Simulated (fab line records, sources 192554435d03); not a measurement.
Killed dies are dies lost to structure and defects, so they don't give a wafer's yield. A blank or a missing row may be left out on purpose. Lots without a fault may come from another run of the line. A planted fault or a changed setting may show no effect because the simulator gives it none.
Chamber matching | flow n5_finfet | N5_BEOL_M0_SAQP_ETCH_106 on rie_diel-01: 4 sister chambers
The step etches SOC in N2/H2, stops on SiNx, target depth 150 nm. 4 wafers are shown with their chamber, then 7 later ones without.

WAFERS WITH THEIR CHAMBER
wafer  | chamber | drypump_motor_current_A (A)
L074.3 | 0       | 6.1
L087.4 | 2       | 5.2
L087.5 | 3       | 6.0
L090.4 | 1       | 6.3

WAFERS WITHOUT THEIR CHAMBER
wafer  | drypump_motor_current_A (A)
L090.5 | 5.2
L092.1 | 6.4
L092.2 | 5.1
L092.5 | 6.4
L094.1 | 6.4
L094.2 | 6.0
L094.4 | 6.0

WHICH CHAMBER EACH WENT THROUGH
wafer  | from the rows above     | in truth
L090.5 | 2                       | 2
L092.1 | 1                       | 1
L092.2 | 2                       | 2
L092.5 | 1                       | 1
L094.1 | 1                       | 1
L094.2 | can't be placed: 3 or 0 | 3
L094.4 | can't be placed: 3 or 0 | 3
Placed correctly: 5 of 7. Can't be placed from these rows: 2 (the true chamber is among the candidates in 2). Placed wrongly: 0.
How it was worked out, from the rows above alone: a wafer's distance from a chamber is the root of the sum, over the readings, of the square of ((its reading less the chamber's mean) divided by the reading's scatter). The wafer belongs to the nearest chamber; if the next one is less than 2 further off, it can't be placed. A chamber's mean is the mean of its shown wafers. The scatter: with one shown wafer a chamber, the root of the mean of the squares of how far each hidden wafer lies from its nearest shown one.
